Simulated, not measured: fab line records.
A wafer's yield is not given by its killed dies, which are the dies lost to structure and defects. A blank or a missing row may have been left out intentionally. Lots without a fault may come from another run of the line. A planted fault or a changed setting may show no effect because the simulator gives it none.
Chamber matching | flow n5Finfet | 3 sister chambers for N5_BEOL_M3_CO_CAP_55 on cvdCo-02
The step material Co, precursor CCTBA/H2, target thk 2 nm, time 102.1 s. 18 wafers are shown with their chamber, then 9 later ones without.

WAFERS, EACH WITH ITS CHAMBER
wafer  | chamber | heaterPowerW (W)
L155.1 | 2       | 226
L155.4 | 2       | 229
L155.5 | 1       | 199
L157.1 | 0       | 253
L157.2 | 2       | 233
L157.3 | 1       | 191
L159.1 | 0       | 250
L159.2 | 2       | 229
L159.6 | 0       | 248
L160.2 | 1       | 188
L160.4 | 0       | 254
L160.5 | 1       | 195
L162.1 | 2       | 230
L162.3 | 0       | 253
L162.5 | 2       | 224
L164.2 | 1       | 194
L164.4 | 1       | 195
L164.5 | 2       | 231

SIGNATURES (means of the wafers above)
reading      | chamber 0 | chamber 1 | chamber 2 | scatter within a chamber
heaterPowerW | 251.60    | 193.67    | 228.86    | 3.18
Rule: for each reading, subtract the chamber's mean from the wafer's reading, divide by that reading's scatter and square the result; add these up over the readings and take the root, which gives the wafer's distance from the chamber. If the next closest chamber is less than 2 further off than the closest, the wafer can't be placed; otherwise it belongs to the closest. The scatter: take each reading less its chamber's mean, square it, sum over the shown wafers, divide by the number of wafers less the number of chambers, and take the root.

WAFERS WITH NO CHAMBER GIVEN
wafer  | heaterPowerW (W)
L165.2 | 250
L165.4 | 197
L165.6 | 251
L166.2 | 192
L166.3 | 233
L166.4 | 191
L168.1 | 250
L168.3 | 231
L168.4 | 194

THE CHAMBER EACH PASSED THROUGH
wafer  | from the rows above | in truth
L165.2 | 0                   | 0
L165.4 | 1                   | 1
L165.6 | 0                   | 0
L166.2 | 1                   | 1
L166.3 | 2                   | 2
L166.4 | 1                   | 1
L168.1 | 0                   | 0
L168.3 | 2                   | 2
L168.4 | 1                   | 1
Placed correctly: 9 of 9. Left unplaced by these rows: 0. Wrongly placed: 0.
